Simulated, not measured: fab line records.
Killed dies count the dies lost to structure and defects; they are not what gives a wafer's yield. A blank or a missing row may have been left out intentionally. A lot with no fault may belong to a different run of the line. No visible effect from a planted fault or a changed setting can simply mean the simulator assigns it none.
fab line records -- flow nand-harc
[record] lots = 13, wafers = 38, last-day = 34
route steps=1302 shown P_ZERO_WELL@12 P_STI@88 END@1302
lots that met no fault: taken from a fault-free run of the same line
start-h: hours from the record's opening day to when the first of the lot's shown wafers began -- wait-h: hours from the lot's prior step to this one -- " unchanged from the row above -- L1.1+2: one row covering several wafers at once -- - value missing, or start not given -- * or withheld: withheld -- < > ~ a bound
route shown NAME@n: a module of which the file shows steps, and the number in the route of the first -- usual: mean and standard deviation over wafers with no fault -- same: alike in all rows -- chamber/n: place in a boat -- sites: each site's reading -- _std_site: their standard deviation -- _edge_site: mean of outer sites minus mean of inner sites -- radius-mm: for every site, how far away it sits from the centre of the wafer -- mask NAME#n: copy n -- behind: the last tool/chamber to shape the wafer -- hold: why the lot went on hold/how many hours it stayed there/how the hold came to an end -- device: the transistor (n, p or np) that didn't switch -- end of line: the route-end tests of the same wafers -- a step with no rows: only its recipe -- killed: dies that structure and defects cost at the first sort, which is not the same as the wafer's yield -- map: dies across one wafer; x = killed, . = not, _ = none there
set.NAME: the setting as run; set.NAME@STEP: as run at that earlier step -- model.NAME: the simulator's own value behind a step, which no gauge read
route steps across a sampled set of lots; one table per step, one row per wafer
services: from which hour (start-h, from the record's first day; less than 0 if before it) a tool's chamber was out of use, for how many hours, and why
[[steps]]
[step NHARC_P_ZERO_WELL_PEB_09]
[recipe] peb-temp-c = 128, peb-time-s = 80
lot.wafer,tool,chamber,start-h,wait-h
L599.1+3+4,litho-track-02,0,31.03,0.1
L600.2+3+6,litho-track-02,0,41.17,0.1
L601.2+3+6,litho-track-02,0,51.51,0.1
L602.1+4+5,litho-track-02,0,61.15,0.1
L603.1+4+6,litho-track-02,0,81.15,0.1
L604.3+4+5,litho-track-05,0,81.19,0.1
L606.3+6,litho-track-02,0,101.31,0.1
L608.3+4+6,litho-track-02,0,121.03,0.0
L613.2+3+4,litho-track-03,0,171.16,0.1
L614.1+2+3,litho-track-03,0,181.17,0.1
L617.1+2+4,litho-track-03,0,211.15,0.1
L620.2+4+6,litho-track-02,0,241.16,0.1
L621.2+4+6,litho-track-02,0,251.16,0.1
[step NHARC_P_ZERO_WELL_CD_MEAS_11]
[recipe] target-cd-nm = 500, landing-energy-ev = 500
[usual] cd-nm = 499.8/1.5
lot.wafer,tool,chamber,start-h,wait-h,cd-nm
L599.1,cd-sem-03,0,31.11,-,497.0
L599.3,cd-sem-03,0,31.11,-,498.7
L599.4,cd-sem-03,0,31.11,-,500.1
L600.2,cd-sem-03,0,41.26,-,499.1
L600.3,cd-sem-03,0,41.26,-,499.5
L600.6,cd-sem-03,0,41.26,-,499.9
L601.2,cd-sem-01,0,51.61,-,501.3
L601.3,cd-sem-01,0,51.61,-,501.2
L601.6,cd-sem-01,0,51.61,-,499.4
L602.1,cd-sem-01,0,61.24,-,501.1
L602.4,cd-sem-01,0,61.24,-,499.0
L602.5,cd-sem-01,0,61.24,-,501.3
L603.1,cd-sem-01,0,81.24,-,499.6
L603.4,cd-sem-01,0,81.24,-,523.6
L603.6,cd-sem-01,0,81.24,-,522.7
L604.3,cd-sem-03,0,81.28,-,497.7
L604.4,cd-sem-03,0,81.28,-,498.4
L604.5,cd-sem-03,0,81.28,-,499.1
L606.3,cd-sem-02,0,101.40,-,499.4
L606.6,cd-sem-02,0,101.40,-,522.6
L608.3,cd-sem-03,0,121.11,-,496.5
L608.4,cd-sem-03,0,121.11,-,518.9
L608.6,cd-sem-03,0,121.11,-,519.5
L613.2,cd-sem-02,0,171.24,-,500.4
L613.3,cd-sem-02,0,171.24,-,502.7
L613.4,cd-sem-02,0,171.24,-,500.4
L614.1,cd-sem-03,0,181.25,-,499.7
L614.2,cd-sem-03,0,181.25,-,501.2
L614.3,cd-sem-03,0,181.25,-,500.0
L617.1,cd-sem-02,0,211.23,-,501.9
L617.2,cd-sem-02,0,211.23,-,499.2
L617.4,cd-sem-02,0,211.23,-,501.1
L620.2,cd-sem-01,0,241.25,-,498.8
L620.4,cd-sem-01,0,241.25,-,498.2
L620.6,cd-sem-01,0,241.25,-,499.8
L621.2,cd-sem-01,0,251.24,-,499.4
L621.4,cd-sem-01,0,251.24,-,500.1
L621.6,cd-sem-01,0,251.24,-,499.3
[step NHARC_P_ZERO_WELL_CD_MEAS_37]
[recipe] target-cd-nm = 720, landing-energy-ev = 500
[usual] cd-nm = 720.1/1.5
lot.wafer,tool,chamber,start-h,wait-h,cd-nm
L599.1,cd-sem-03,0,35.48,-,721.1
L599.3,cd-sem-03,0,35.48,-,720.5
L599.4,cd-sem-03,0,35.48,-,721.7
L600.2,cd-sem-03,0,44.23,-,720.5
L600.3,cd-sem-03,0,44.23,-,717.7
L600.6,cd-sem-03,0,44.23,-,719.4
L601.2,cd-sem-03,0,54.46,-,721.1
L601.3,cd-sem-03,0,54.46,-,721.9
L601.6,cd-sem-03,0,54.46,-,722.4
L602.1,cd-sem-01,0,64.47,-,723.5
L602.4,cd-sem-01,0,64.47,-,718.9
L602.5,cd-sem-01,0,64.47,-,721.3
L603.1,cd-sem-01,0,84.24,-,720.0
L603.4,cd-sem-01,0,84.24,-,721.6
L603.6,cd-sem-01,0,84.24,-,720.5
L604.3,cd-sem-02,0,84.40,-,718.2
L604.4,cd-sem-02,0,84.40,-,718.0
L604.5,cd-sem-02,0,84.40,-,719.5
L606.3,cd-sem-03,0,104.19,-,718.0
L606.6,cd-sem-03,0,104.19,-,720.4
L608.3,cd-sem-03,0,125.57,-,720.6
L608.4,cd-sem-03,0,125.57,-,720.7
L608.6,cd-sem-03,0,125.57,-,721.7
L613.2,cd-sem-03,0,174.84,-,720.0
L613.3,cd-sem-03,0,174.84,-,719.2
L613.4,cd-sem-03,0,174.84,-,718.6
L614.1,cd-sem-01,0,184.15,-,719.2
L614.2,cd-sem-01,0,184.15,-,719.9
L614.3,cd-sem-01,0,184.15,-,721.0
L617.1,cd-sem-01,0,214.07,-,717.7
L617.2,cd-sem-01,0,214.07,-,718.5
L617.4,cd-sem-01,0,214.07,-,719.7
L620.2,cd-sem-02,0,244.27,-,721.1
L620.4,cd-sem-02,0,244.27,-,722.5
L620.6,cd-sem-02,0,244.27,-,722.9
L621.2,cd-sem-02,0,254.23,-,721.5
L621.4,cd-sem-02,0,254.23,-,720.4
L621.6,cd-sem-02,0,254.23,-,720.4
[step NHARC_P_STI_ETCH_42]
[recipe] target-depth-a = 800, overetch-a = 240, time-s = 61, ion-energy-ev = 200, n2-flow-sccm = 150, h2-flow-sccm = 150, ar-flow-sccm = 0, rf-w = 400, bias-w = 150, chemistry = N2/H2
[usual] drypump-motor-current-A = 5.5/0.32, oes-product-au = 1.001/0.0077, rf-vpp-V = 431/3, showerhead-plenum-p-Torr = 2.04/0.11, throttle-valve-pct = 14.173/0.0086
lot.wafer,tool,chamber,start-h,wait-h,drypump-motor-current-A,oes-product-au,rf-hours-counter-h,rf-vpp-V,showerhead-plenum-p-Torr,throttle-valve-pct
L599.1,rie-diel-03,0,57.47,0.2,4.9,0.995,9,429,1.96,14.176
L599.3,rie-diel-03,1,57.47,0.2,6.1,1.000,9,428,1.90,14.170
L599.4,rie-diel-03,2,57.47,0.2,5.9,1.008,9,426,1.94,14.169
L600.3,rie-diel-01,1,65.15,0.1,5.3,1.013,2,431,2.06,14.160
L600.2,rie-diel-01,2,65.15,0.1,5.7,1.001,2,432,2.12,14.203
L600.6,rie-diel-01,0,65.15,0.1,5.6,1.006,-,434,2.20,14.176
L601.3,rie-diel-03,0,72.82,0.1,5.0,0.994,10,430,1.96,14.187
L601.2,rie-diel-03,1,72.82,0.1,6.2,0.994,9,427,1.90,14.182
L601.6,rie-diel-03,3,72.82,0.1,6.0,0.986,-,433,2.15,14.169
L602.4,rie-diel-01,2,84.34,0.1,5.7,1.000,4,431,2.12,14.172
L602.1,rie-diel-01,0,84.34,0.1,5.6,1.005,5,435,2.20,14.169
L602.5,rie-diel-01,3,84.34,0.1,5.3,1.003,-,428,1.91,14.177
L604.3,rie-diel-01,0,104.68,0.1,5.6,0.997,6,435,2.20,14.174
L604.4,rie-diel-01,1,104.68,0.1,5.4,0.998,6,431,2.06,14.191
L604.5,rie-diel-01,1,104.68,0.1,5.4,1.005,-,433,2.06,14.166
L603.1,rie-diel-11,0,104.84,0.1,5.3,0.991,1,430,1.99,14.170
L603.4,rie-diel-11,2,104.84,0.1,5.8,1.005,1,428,1.94,14.162
L603.6,rie-diel-11,1,104.84,0.1,5.9,1.006,-,436,2.21,14.171
L606.3,rie-diel-11,3,122.66,0.1,5.1,1.010,2,427,1.99,14.172
L606.6,rie-diel-11,2,122.66,0.1,5.7,1.007,-,429,1.94,14.170
L608.3,rie-diel-01,0,146.27,0.1,5.6,0.994,10,434,2.20,14.172
L608.4,rie-diel-01,2,146.27,0.1,5.7,1.008,10,433,2.12,14.177
L608.6,rie-diel-01,0,146.27,0.1,5.6,0.996,-,434,2.20,14.172
L613.3,rie-diel-01,1,194.45,0.1,5.4,1.006,13,430,2.05,14.171
L613.4,rie-diel-01,2,194.45,0.1,5.7,1.003,13,433,2.12,14.161
L613.2,rie-diel-01,3,194.45,0.1,5.3,1.007,14,427,1.90,14.175
L614.3,rie-diel-01,2,203.11,0.1,5.7,1.004,15,434,2.12,14.167
L614.2,rie-diel-01,0,203.11,0.1,5.6,1.005,15,435,2.19,14.173
L614.1,rie-diel-01,1,203.11,0.1,5.4,1.013,14,430,2.05,14.166
L617.4,rie-diel-11,0,235.72,0.1,5.3,0.995,7,428,1.99,14.168
L617.2,rie-diel-11,1,235.72,0.1,5.9,0.998,7,435,2.21,14.169
L617.1,rie-diel-11,2,235.72,0.1,5.7,0.999,8,428,1.94,14.163
L620.2,rie-diel-01,0,262.56,0.1,5.6,0.991,4,435,2.19,14.187
L620.4,rie-diel-01,1,262.56,0.1,5.4,0.996,4,430,2.05,14.162
L620.6,rie-diel-01,3,262.56,0.1,5.3,0.999,-,427,1.90,14.192
L621.2,rie-diel-03,1,272.50,0.1,6.2,0.992,11,427,1.89,14.156
L621.4,rie-diel-03,2,272.50,0.1,5.9,0.989,-,428,1.93,14.177
L621.6,rie-diel-03,0,272.50,0.1,4.9,0.991,-,428,1.95,14.170
[step NHARC_P_STI_ETCH_15]
[recipe] target-depth-a = 3000, taper-deg = 4, time-s = 100.1, hbr-flow-sccm = 150, cl2-flow-sccm = 50, rf-w = 400, icp-w = 400, bias-w = 100, chemistry = HBr/Cl2
[usual] drypump-motor-current-A = 5.65/0.28, oes-product-au = 1.000/0.0072, throttle-valve-pct = 26.406/0.0092
lot.wafer,tool,chamber,start-h,wait-h,drypump-motor-current-A,oes-product-au,rf-hours-counter-h,throttle-valve-pct
L599.1,rie-si-02,3,57.67,-,5.75,1.010,0.8,26.399
L599.3,rie-si-02,0,57.67,-,5.76,0.997,0.8,26.410
L599.4,rie-si-02,1,57.67,-,5.56,1.010,0.8,26.409
L600.2,rie-si-02,2,65.36,-,5.79,1.014,0.8,26.395
L600.3,rie-si-02,3,65.36,-,5.76,0.989,0.9,26.395
L600.6,rie-si-02,1,65.36,-,5.50,0.992,-,26.411
L601.3,rie-si-02,2,73.01,-,5.78,0.994,0.8,26.399
L601.2,rie-si-02,3,73.01,-,5.75,1.009,0.9,26.430
L601.6,rie-si-02,2,73.01,-,5.81,0.989,-,26.414
L602.4,rie-si-02,1,84.54,-,5.55,1.001,1.0,26.393
L602.1,rie-si-02,3,84.54,-,5.73,1.001,1.0,26.410
L602.5,rie-si-02,1,84.54,-,5.55,1.005,-,26.412
L604.3,rie-si-05,2,104.87,-,5.53,1.010,0.8,26.408
L604.4,rie-si-05,0,104.87,-,5.49,1.008,1.0,26.403
L604.5,rie-si-05,2,104.87,-,5.54,1.014,-,26.411
L603.1,rie-si-03,1,105.04,-,6.25,0.997,0.3,26.403
L603.4,rie-si-03,3,105.04,-,5.92,0.985,0.3,26.395
L603.6,rie-si-03,1,105.04,-,6.23,0.995,-,26.404
L606.3,rie-si-05,0,122.86,-,5.48,1.005,1.2,26.418
L606.6,rie-si-05,0,122.86,-,5.46,1.005,-,26.413
L608.3,rie-si-03,3,146.48,-,5.95,1.009,0.5,26.399
L608.4,rie-si-03,0,146.48,-,5.13,1.015,0.6,26.394
L608.6,rie-si-03,2,146.48,-,5.98,1.005,-,26.400
L613.2,rie-si-05,2,194.64,-,5.53,0.998,0.3,26.409
L613.3,rie-si-05,3,194.64,-,5.85,0.995,0.3,26.406
L613.4,rie-si-05,1,194.64,-,5.06,1.001,0.3,26.406
L614.3,rie-si-05,3,203.32,-,5.78,0.993,0.4,26.411
L614.2,rie-si-05,1,203.32,-,5.03,0.998,0.4,26.402
L614.1,rie-si-05,2,203.32,-,5.53,1.011,0.4,26.402
L617.2,rie-si-03,2,235.90,-,5.96,1.012,0.0,26.397
L617.4,rie-si-03,3,235.90,-,5.90,1.016,0.0,26.381
L617.1,rie-si-03,0,235.90,-,5.17,1.013,0.0,26.412
L620.4,rie-si-05,1,262.75,-,5.05,1.006,0.7,26.380
L620.2,rie-si-05,3,262.75,-,5.82,0.994,0.8,26.415
L620.6,rie-si-05,0,262.75,-,5.49,1.003,-,26.401
L621.2,rie-si-02,1,272.74,-,5.51,0.990,1.1,26.410
L621.4,rie-si-02,2,272.74,-,5.81,0.993,1.1,26.403
L621.6,rie-si-02,3,272.74,-,5.78,0.994,-,26.412
[step NHARC_END_SORT_01]
[recipe] temp-c = 25
[usual] killed-at-array = 56/21, killed-at-other = 1.2/1.6, killed-at-periphery = 3.7/2.5, killed-dies = 61/21, killed-open = 3.1/1.8, killed-short = 2.8/1.7
[same] gross-dies = 677
lot.wafer,tool,chamber,start-h,wait-h,killed-at-array,killed-at-other,killed-at-periphery,killed-dies,killed-open,killed-short
L603.1,prober-01,0,620.27,2.5,85,1,6,92,4,8
L603.4,prober-01,0,622.70,3.4,75,1,7,83,5,2
L603.6,prober-01,0,624.32,4.0,54,1,5,60,4,1
L606.3,prober-02,0,654.25,3.1,57,2,2,61,1,2
L606.6,prober-02,0,656.66,4.0,68,1,1,70,3,4
L608.3,prober-01,0,662.06,3.1,40,2,2,44,3,2
L608.4,prober-01,0,662.86,3.4,23,1,2,26,3,1
L608.6,prober-01,0,664.47,4.0,37,1,1,39,7,4
L613.2,prober-01,0,699.11,2.8,68,0,1,69,2,4
L613.3,prober-01,0,699.91,3.1,70,0,1,71,4,1
L613.4,prober-01,0,700.71,3.4,72,0,3,75,0,3
L621.2,prober-01,0,805.81,2.8,19,2,3,24,2,3
L621.4,prober-01,0,807.42,3.4,26,4,8,38,8,0
L621.6,prober-01,0,809.03,4.0,20,4,7,31,5,3
// killed by level:class
L603.1 A_CHANNEL_HOLE_D1:chamber-film-flake=34 A_SLIT:chamber-film-flake=23 A_CHANNEL_HOLE_D2:chamber-film-flake=7 A_WL_FILL:chamber-film-flake=4 A_DECK1_JOINT:chamber-film-flake=3 A_CHANNEL_FILL_D1:geometric-particle:open=2 A_CHANNEL_HOLE_D2:geometric-particle:short=2 A_WL_FILL:geometric-particle:short=2
L603.4 A_CHANNEL_HOLE_D1:chamber-film-flake=29 A_SLIT:chamber-film-flake=21 A_CHANNEL_HOLE_D2:chamber-film-flake=12 A_CONTACT:chamber-film-flake=4 A_CHANNEL_FILL_D2:geometric-particle:open=2 P_STI:chamber-film-flake=2 P_M2:chamber-film-flake=2 A_WL_FILL:chamber-film-flake=2
L603.6 A_CHANNEL_HOLE_D1:chamber-film-flake=23 A_SLIT:chamber-film-flake=14 A_CHANNEL_HOLE_D2:chamber-film-flake=6 P_M2:chamber-film-flake=4 A_WL_FILL:chamber-film-flake=3 A_CONTACT:chamber-film-flake=3 A_M0:geometric-particle:open=2 A_DECK1_JOINT:geometric-particle:open=1
L606.3 A_CHANNEL_HOLE_D1:chamber-film-flake=35 A_CHANNEL_HOLE_D2:chamber-film-flake=8 A_CONTACT:chamber-film-flake=6 A_STAIRCASE:chamber-film-flake=2 THIN_TSV:chamber-film-flake=2 A_DECK1_JOINT:geometric-particle:open=1 A_ONON_D2:geometric-particle:short=1 A_CHANNEL_FILL_D2:geometric-particle:short=1
L606.6 A_CHANNEL_HOLE_D1:chamber-film-flake=34 A_CHANNEL_HOLE_D2:chamber-film-flake=15 A_CONTACT:chamber-film-flake=11 P_M0:geometric-particle:open=1 A_ONON_D1:geometric-particle:short=1 A_CHANNEL_FILL_D1:geometric-particle:open=1 A_DECK1_JOINT:geometric-particle:open=1 A_ONON_D2:geometric-particle:short=1
L608.3 A_CHANNEL_HOLE_D2:chamber-film-flake=23 A_CHANNEL_HOLE_D1:chamber-film-flake=9 P_GATE:chamber-film-flake=2 A_SLIT:chamber-film-flake=2 THIN_TSV:chamber-film-flake=2 A_ONON_D1:geometric-particle:open=1 A_DECK1_JOINT:geometric-particle:short=1 A_CHANNEL_HOLE_D2:geometric-particle:short=1
L608.4 A_CHANNEL_HOLE_D2:chamber-film-flake=14 A_CHANNEL_HOLE_D1:chamber-film-flake=3 A_CONTACT:chamber-film-flake=2 P_STI:geometric-particle:open=1 P_M0:geometric-particle:open=1 A_CHANNEL_FILL_D2:geometric-particle:open=1 A_SGD_CUT:geometric-particle:short=1 A_STAIRCASE:chamber-film-flake=1
L608.6 A_CHANNEL_HOLE_D2:chamber-film-flake=14 A_CHANNEL_HOLE_D1:chamber-film-flake=10 A_WL_FILL:geometric-particle:short=4 A_STAIRCASE:chamber-film-flake=3 A_WL_FILL:geometric-particle:open=2 A_M0:geometric-particle:open=2 A_DECK1_JOINT:geometric-particle:open=1 A_CHANNEL_HOLE_D2:geometric-particle:open=1
L613.2 A_SLIT:chamber-film-flake=28 A_CHANNEL_HOLE_D2:chamber-film-flake=19 A_CHANNEL_HOLE_D1:chamber-film-flake=9 A_CONTACT:chamber-film-flake=4 A_WL_FILL:geometric-particle:short=2 A_CHANNEL_FILL_D1:chamber-film-flake=2 P_GATE:geometric-particle:open=1 A_CHANNEL_FILL_D1:geometric-particle:open=1
L613.3 A_CHANNEL_HOLE_D2:chamber-film-flake=27 A_SLIT:chamber-film-flake=24 A_CHANNEL_HOLE_D1:chamber-film-flake=6 A_CHANNEL_FILL_D1:chamber-film-flake=4 A_CHANNEL_FILL_D1:geometric-particle:open=2 A_ZERO_WELL:chamber-film-flake=2 A_CONTACT:chamber-film-flake=2 A_ONON_D1:geometric-particle:open=1
L613.4 A_SLIT:chamber-film-flake=28 A_CHANNEL_HOLE_D2:chamber-film-flake=23 A_CONTACT:chamber-film-flake=7 A_CHANNEL_HOLE_D1:chamber-film-flake=4 A_STAIRCASE:chamber-film-flake=3 P_ZERO_WELL:chamber-film-flake=2 A_CHANNEL_FILL_D1:chamber-film-flake=2 A_DECK1_JOINT:chamber-film-flake=1
L621.2 A_SLIT:chamber-film-flake=9 A_CONTACT:chamber-film-flake=3 A_CHANNEL_HOLE_D2:chamber-film-flake=2 THIN_TSV:chamber-film-flake=2 P_CONTACT:geometric-particle:open=1 P_M0:geometric-particle:short=1 A_ONON_D2:geometric-particle:short=1 A_SLIT:geometric-particle:open=1
L621.4 A_SLIT:chamber-film-flake=9 A_CONTACT:chamber-film-flake=6 P_GATE:chamber-film-flake=5 THIN_TSV:chamber-film-flake=4 P_M0:geometric-particle:open=2 A_M0:geometric-particle:open=2 A_CHANNEL_HOLE_D2:chamber-film-flake=2 A_CHANNEL_HOLE_D1:geometric-particle:open=1
L621.6 A_SLIT:chamber-film-flake=7 A_CONTACT:chamber-film-flake=5 THIN_TSV:chamber-film-flake=4 P_GATE:chamber-film-flake=4 P_M0:geometric-particle:open=2 A_ONON_D1:geometric-particle:open=2 A_ONON_D2:geometric-particle:short=2 A_ONON_D1:geometric-particle:short=1
[[services]]
tool,chamber,start-h,hours,kind
rie-si-02,3,24.97,1.0,repair
rie-diel-01,-,27.03,9.0,pm
rie-si-05,0,29.03,1.7,repair
rie-si-03,-,44.00,9.0,pm
rie-si-02,2,48.74,3.5,repair
litho-track-02,-,52.00,7.0,pm
rie-si-05,2,75.94,12.7,repair
rie-diel-11,-,78.50,9.0,pm
rie-diel-03,-,84.36,2.1,repair
rie-diel-11,-,90.50,0.5,repair
litho-track-03,-,100.00,7.0,pm
rie-si-02,-,100.00,9.0,pm
rie-diel-03,-,104.30,9.0,pm
rie-si-05,-,128.00,9.0,pm
rie-si-02,1,137.42,1.0,repair
rie-diel-01,1,195.74,3.0,repair
rie-diel-01,3,201.20,7.4,repair
rie-diel-01,-,204.03,9.0,pm
rie-si-03,-,221.00,9.0,pm
litho-track-02,-,227.00,7.0,pm
rie-si-03,-,238.23,0.3,repair
rie-diel-03,3,242.42,33.7,repair
rie-si-03,0,248.99,1.3,repair
rie-diel-11,0,254.83,8.0,repair
[[key]]
[first-sign] step = NHARC_P_ZERO_WELL_CD_MEAS_11, reading = cd-nm, direction = up, sigmas = 14, usual = 499.8, struck = 521.5
effect none on later readings
met-at NHARC_P_ZERO_WELL_PEB_09
struck-lots L603,L606,L608
struck-wafers L603.4,L603.6,L606.6,L608.4,L608.6
tester-left-out L603,L606,L608
not-acting-at NHARC_P_ZERO_WELL_CD_MEAS_37,NHARC_P_STI_ETCH_42,NHARC_P_STI_ETCH_15
onset-between 61.15 81.15
[fault] kind = process-parameter-drift, tool = litho-track-02, chamber = -, onset-h = 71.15, steps = NHARC_P_ZERO_WELL_PEB_09, channel = peb-time-s, offset = *, shape = step, end-h = 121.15, scope = struck-wafers-only, acts-in = *, stated = *
// tester-left-out: of these lots the tester's yield and bins aren't shown, on N5 and GAA mostly nor the transistor test; their killed dies are dies lost to structure and defects alone, not to doping, threshold or leakage, so they don't give the yield
